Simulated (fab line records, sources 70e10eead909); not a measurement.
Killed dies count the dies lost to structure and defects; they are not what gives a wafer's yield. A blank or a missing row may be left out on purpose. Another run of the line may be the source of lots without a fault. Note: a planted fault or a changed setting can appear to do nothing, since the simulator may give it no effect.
fab line records ; flow nandHarc
record: lots: 14; wafers: 42; lastDay: 25
route steps=1159 shown THIN_TSV@1116
lots with no fault: from the same line, run without faults
startH: start of the lot's first displayed wafer, in hours after the record's first day ; waitH: hours since the lot's step before ; " unchanged from the row above ; L1.1+2: one row covering several wafers at once ; - value missing, or start not given ; * or withheld: withheld ; < > ~ a bound
route shown NAME@n: NAME is a module with steps in the file, n the number in the route of the first one ; usual: average and standard deviation across the fault-free wafers ; same: alike in all rows ; chamber/n: place in a boat ; sites: the reading at each site ; _std_site: how widely they spread, as a standard deviation ; _edge_site: outer sites' mean less inner sites' ; radiusMm: how far each site lies from the wafer's centre ; mask NAME#n: copy n ; behind: tool/chamber where the wafer was last shaped ; hold: the reason the lot was held/the length of the hold in hours/how it ended ; device: the transistor (n, p or np) that didn't switch ; end of line: the route-end tests of the same wafers ; where a step has no rows: the recipe by itself ; killed: dies lost to structure and defects at the first sort, not the wafer's yield ; map: shows each die of a wafer: x if killed, . if not, _ if none is there
set.NAME: the run value of the setting; set.NAME@STEP: its run value at that earlier step ; model.NAME: the simulator's own value behind a step, which no gauge read
steps of the route over a sample of lots; a table a step, a row a wafer
services: from which hour (startH, from the record's first day; less than 0 if before it) a tool's chamber was out of use, for how many hours, and why
== steps ==
step: NHARC_THIN_TSV_CD_MEAS_12
recipe: targetCdNm: 1000; landingEnergyEv: 500
usual: cdNm: 999.5/2.2
lot.wafer;tool;chamber;startH;waitH;cdNm
L125.1;cdSem-01;0;438.48;-;999.4
L125.4;cdSem-01;0;438.48;-;999.4
L125.5;cdSem-01;0;438.48;-;1002.4
L126.2;cdSem-02;0;439.65;-;999.3
L126.3;cdSem-02;0;439.65;-;1001.1
L126.5;cdSem-02;0;439.65;-;1000.5
L127.1;cdSem-02;0;448.18;-;995.2
L127.2;cdSem-02;0;448.18;-;995.9
L127.3;cdSem-02;0;448.18;-;996.9
L128.1;cdSem-01;0;460.14;-;1001.4
L128.5;cdSem-01;0;460.14;-;1002.0
L128.6;cdSem-01;0;460.14;-;1000.3
L132.1;cdSem-03;0;468.14;-;1001.5
L132.4;cdSem-03;0;468.14;-;1005.6
L132.6;cdSem-03;0;468.14;-;1002.6
L131.2;cdSem-03;0;469.24;-;1000.5
L131.5;cdSem-03;0;469.24;-;999.5
L131.6;cdSem-03;0;469.24;-;1001.1
L130.3;cdSem-01;0;473.12;-;1000.6
L130.4;cdSem-01;0;473.12;-;998.4
L130.6;cdSem-01;0;473.12;-;1000.7
L134.2;cdSem-02;0;483.45;-;998.7
L134.3;cdSem-02;0;483.45;-;998.9
L134.4;cdSem-02;0;483.45;-;1003.0
L133.1;cdSem-03;0;484.60;-;998.8
L133.3;cdSem-03;0;484.60;-;1003.8
L133.6;cdSem-03;0;484.60;-;1000.3
L139.1;cdSem-02;0;520.94;-;997.3
L139.5;cdSem-02;0;520.94;-;995.2
L139.6;cdSem-02;0;520.94;-;997.9
L141.2;cdSem-01;0;522.15;-;996.5
L141.5;cdSem-01;0;522.15;-;997.6
L141.6;cdSem-01;0;522.15;-;998.3
L145.3;cdSem-02;0;540.75;-;999.3
L145.5;cdSem-02;0;540.75;-;999.6
L145.6;cdSem-02;0;540.75;-;1001.3
L146.1;cdSem-03;0;541.80;-;999.6
L146.2;cdSem-03;0;541.80;-;1001.9
L146.4;cdSem-03;0;541.80;-;1001.3
L147.2;cdSem-03;0;577.35;-;995.6
L147.3;cdSem-03;0;577.35;-;998.9
L147.4;cdSem-03;0;577.35;-;1000.8
step: NHARC_THIN_TSV_ETCHBACK_48
recipe: targetDepthA: 10285; overEtchFrac: 0.3; timeS: 405.17; ionEnergyEv: 250; c4f8FlowSccm: withheld; arFlowSccm: withheld; rfW: 600; biasW: 300; chemistry: C4F8/Ar
usual: oesProductAu: 0.943/0.03; rfVppV: 548/3.7
lot.wafer;tool;chamber;startH;waitH;oesProductAu;rfHoursCounterH;rfVppV
L125.4;rieDiel-05;0;440.80;-;1.003;7;548
L125.1;rieDiel-05;1;440.80;-;0.996;7;549
L125.5;rieDiel-05;3;440.80;-;1.003;-;542
L126.3;rieDiel-10;0;441.89;-;0.981;5;544
L126.2;rieDiel-10;3;441.89;-;1.004;6;545
L126.5;rieDiel-10;1;441.89;-;0.994;-;549
L127.2;rieDiel-11;0;450.69;-;0.941;7;549
L127.3;rieDiel-11;1;450.69;-;0.926;7;543
L127.1;rieDiel-11;2;450.69;-;0.946;8;553
L128.1;rieDiel-11;3;463.08;-;0.976;9;552
L128.6;rieDiel-11;2;463.08;-;1.027;-;552
L128.5;rieDiel-11;3;463.08;-;0.977;-;553
L132.4;rieDiel-05;0;470.55;-;0.915;9;548
L132.1;rieDiel-05;2;470.55;-;0.928;8;553
L132.6;rieDiel-05;0;470.55;-;0.916;-;549
L131.2;rieDiel-05;0;471.53;-;0.921;9;547
L131.5;rieDiel-05;3;471.53;-;0.922;-;541
L131.6;rieDiel-05;0;471.53;-;0.928;-;549
L130.3;rieDiel-11;1;475.36;-;0.920;11;543
L130.4;rieDiel-11;3;475.36;-;0.942;-;552
L130.6;rieDiel-11;0;475.36;-;0.927;-;548
L134.2;rieDiel-10;0;485.82;-;0.924;7;544
L134.3;rieDiel-10;2;485.82;-;0.927;9;552
L134.4;rieDiel-10;3;485.82;-;0.948;8;546
L133.3;rieDiel-05;3;487.24;0.3;0.925;11;541
L133.1;rieDiel-05;1;487.24;0.3;0.922;10;548
L133.6;rieDiel-05;3;487.24;0.3;0.918;-;542
L139.1;rieDiel-10;3;523.61;-;1.007;11;544
L139.6;rieDiel-10;0;523.61;-;0.914;-;544
L139.5;rieDiel-10;1;523.61;-;0.933;-;548
L141.2;rieDiel-11;2;524.52;-;0.935;13;550
L141.5;rieDiel-11;0;524.52;-;0.923;-;548
L141.6;rieDiel-11;2;524.52;-;0.930;-;551
L145.3;rieDiel-10;0;543.83;0.3;0.976;0;542
L145.5;rieDiel-10;0;543.83;0.3;0.973;-;544
L145.6;rieDiel-10;1;543.83;0.3;0.980;-;548
L146.2;rieDiel-05;2;544.91;-;0.960;2;551
L146.4;rieDiel-05;3;544.91;-;0.950;1;542
L146.1;rieDiel-05;0;544.91;-;0.969;1;548
L147.4;rieDiel-10;3;579.61;-;0.914;2;543
L147.3;rieDiel-10;1;579.61;-;0.919;1;548
L147.2;rieDiel-10;2;579.61;-;0.924;2;552
step: NHARC_THIN_TSV_DEVELOP_32
recipe: timeS: 70
usual: chillPlateTempC: 23.01/0.11; exhaustPa: 45.0/0.91
lot.wafer;tool;chamber;startH;waitH;chillPlateTempC;exhaustPa
L125.1;lithoTrack-07;0;444;-;23.07;45.0
L125.4;lithoTrack-07;0;444;-;23.14;45.4
L125.5;lithoTrack-07;0;444;-;23.18;45.6
L126.2;lithoTrack-03;0;445;-;22.87;44.1
L126.3;lithoTrack-03;0;445;-;22.88;43.5
L126.5;lithoTrack-03;0;445;-;22.95;45.9
L127.1;lithoTrack-07;0;454;-;23.04;44.0
L127.2;lithoTrack-07;0;454;-;22.96;43.7
L127.3;lithoTrack-07;0;454;-;22.88;45.1
L128.1;lithoTrack-03;0;466;-;23.19;43.8
L128.5;lithoTrack-03;0;466;-;22.83;44.9
L128.6;lithoTrack-03;0;466;-;23.02;43.2
L132.1;lithoTrack-07;0;474;-;22.98;45.8
L132.4;lithoTrack-07;0;474;-;22.99;44.9
L132.6;lithoTrack-07;0;474;-;22.85;44.9
L131.2;lithoTrack-03;0;474;-;23.07;44.8
L131.5;lithoTrack-03;0;474;-;23.02;43.3
L131.6;lithoTrack-03;0;474;-;23.16;44.5
L130.3;lithoTrack-02;0;479;-;22.92;44.7
L130.4;lithoTrack-02;0;479;-;22.94;45.1
L130.6;lithoTrack-02;0;479;-;23.15;46.6
L134.2;lithoTrack-07;0;489;-;23.07;45.3
L134.3;lithoTrack-07;0;489;-;23.05;43.8
L134.4;lithoTrack-07;0;489;-;23.04;43.6
L133.1;lithoTrack-02;0;490;-;23.01;43.3
L133.3;lithoTrack-02;0;490;-;22.97;44.9
L133.6;lithoTrack-02;0;490;-;23.10;43.5
L139.1;lithoTrack-03;-;527;-;-;-
L139.5;lithoTrack-03;-;527;-;-;-
L139.6;lithoTrack-03;-;527;-;-;-
L141.2;lithoTrack-03;-;528;-;-;-
L141.5;lithoTrack-03;-;528;-;-;-
L141.6;lithoTrack-03;-;528;-;-;-
L145.3;lithoTrack-02;0;547;-;22.94;43.8
L145.5;lithoTrack-02;0;547;-;22.84;44.1
L145.6;lithoTrack-02;0;547;-;23.02;44.2
L146.1;lithoTrack-07;0;549;-;23.03;45.7
L146.2;lithoTrack-07;0;549;-;23.23;45.7
L146.4;lithoTrack-07;0;549;-;23.03;44.6
L147.2;lithoTrack-02;0;583;-;23.00;43.6
L147.3;lithoTrack-02;0;583;-;23.12;44.5
L147.4;lithoTrack-02;0;583;-;23.13;44.3
step: NHARC_THIN_TSV_INSPECT_40
usual: rawDefectCount: 472/83
lot.wafer;tool;chamber;startH;waitH;rawDefectCount
L125.1;defectInspect-02;-;448.36;0.4;317
L125.4;defectInspect-02;-;448.36;0.4;326
L125.5;defectInspect-02;-;448.36;0.4;295
L126.2;defectInspect-01;-;451.46;0.4;460
L126.3;defectInspect-01;-;451.46;0.4;400
L126.5;defectInspect-01;-;451.46;0.4;393
L127.1;defectInspect-02;-;460.82;0.4;467
L127.2;defectInspect-02;-;460.82;0.4;425
L127.3;defectInspect-02;-;460.82;0.4;321
L128.1;defectInspect-02;-;472.55;0.4;479
L128.5;defectInspect-02;-;472.55;0.4;529
L128.6;defectInspect-02;-;472.55;0.4;513
L132.1;defectInspect-02;-;480.17;0.4;479
L132.4;defectInspect-02;-;480.17;0.4;431
L132.6;defectInspect-02;-;480.17;0.4;551
L131.2;defectInspect-02;-;480.18;0.4;395
L131.5;defectInspect-02;-;480.18;0.4;460
L131.6;defectInspect-02;-;480.18;0.4;495
L130.3;defectInspect-02;-;485.00;0.4;599
L130.4;defectInspect-02;-;485.00;0.4;567
L130.6;defectInspect-02;-;485.00;0.4;585
L134.2;defectInspect-02;-;495.96;0.4;428
L134.3;defectInspect-02;-;495.96;0.4;347
L134.4;defectInspect-02;-;495.96;0.4;457
L133.1;defectInspect-02;-;495.97;0.4;375
L133.3;defectInspect-02;-;495.97;0.4;530
L133.6;defectInspect-02;-;495.97;0.4;362
L139.1;defectInspect-01;-;533.05;0.4;547
L139.5;defectInspect-01;-;533.05;0.4;545
L139.6;defectInspect-01;-;533.05;0.4;377
L141.2;defectInspect-02;-;533.05;0.4;415
L141.5;defectInspect-02;-;533.05;0.4;418
L141.6;defectInspect-02;-;533.05;0.4;431
L146.1;defectInspect-02;-;553.57;0.4;383
L146.2;defectInspect-02;-;553.57;0.4;373
L146.4;defectInspect-02;-;553.57;0.4;476
L145.3;defectInspect-01;-;553.57;0.4;458
L145.5;defectInspect-01;-;553.57;0.4;645
L145.6;defectInspect-01;-;553.57;0.4;519
L147.2;defectInspect-01;-;587.75;0.4;558
L147.3;defectInspect-01;-;587.75;0.4;454
L147.4;defectInspect-01;-;587.75;0.4;635
== services ==
tool;chamber;startH;hours;kind
rieDiel-05;0;423.10;-;clean
rieDiel-05;1;423.10;-;clean
rieDiel-05;2;423.10;-;clean
rieDiel-05;3;423.10;-;clean
rieDiel-10;0;436.00;-;clean
rieDiel-10;1;436.00;-;clean
rieDiel-10;2;436.00;-;clean
rieDiel-10;3;436.00;-;clean
rieDiel-05;0;447.60;-;clean
rieDiel-05;1;447.60;-;clean
rieDiel-05;2;447.60;-;clean
rieDiel-05;3;447.60;-;clean
rieDiel-11;2;455.87;6.0;repair
rieDiel-10;0;460.50;-;clean
rieDiel-10;1;460.50;-;clean
rieDiel-11;2;465.20;21.8;repair
lithoTrack-02;-;515.00;7.0;pm
rieDiel-05;-;517.60;9.0;pm
rieDiel-10;-;530.50;9.0;pm
lithoTrack-07;-;539.00;7.0;pm
rieDiel-11;-;543.50;9.0;pm
rieDiel-10;1;557.05;21.6;repair
lithoTrack-03;-;563.00;7.0;pm
rieDiel-10;3;567.97;4.2;repair
== key ==
firstSign: step: NHARC_THIN_TSV_DEVELOP_32; reading: toolRecord; direction: missing
effect none on later readings
metAt NHARC_THIN_TSV_DEVELOP_32
struckLots L139,L141
laterRowsLeftOut L139.1,L139.5,L139.6,L141.2,L141.5,L141.6
sortLeftOut L139.1,L139.5,L139.6,L141.2,L141.5,L141.6
notActingAt NHARC_THIN_TSV_CD_MEAS_12,NHARC_THIN_TSV_ETCHBACK_48,NHARC_THIN_TSV_INSPECT_40
onsetBetween 474 527
fault: kind: skippedStepWhole; tool: lithoTrack-03; chamber: -; onsetH: 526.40; steps: NHARC_THIN_TSV_DEVELOP_32; scope: struckLotsOnly
sortLeftOut: the simulated sort isn't trusted on such a fault, so these wafers' sort isn't shown, and their yield isn't known
laterRowsLeftOut: the simulator's readings of these wafers behind a module that went badly wrong aren't trusted and aren't shown, but for the sort
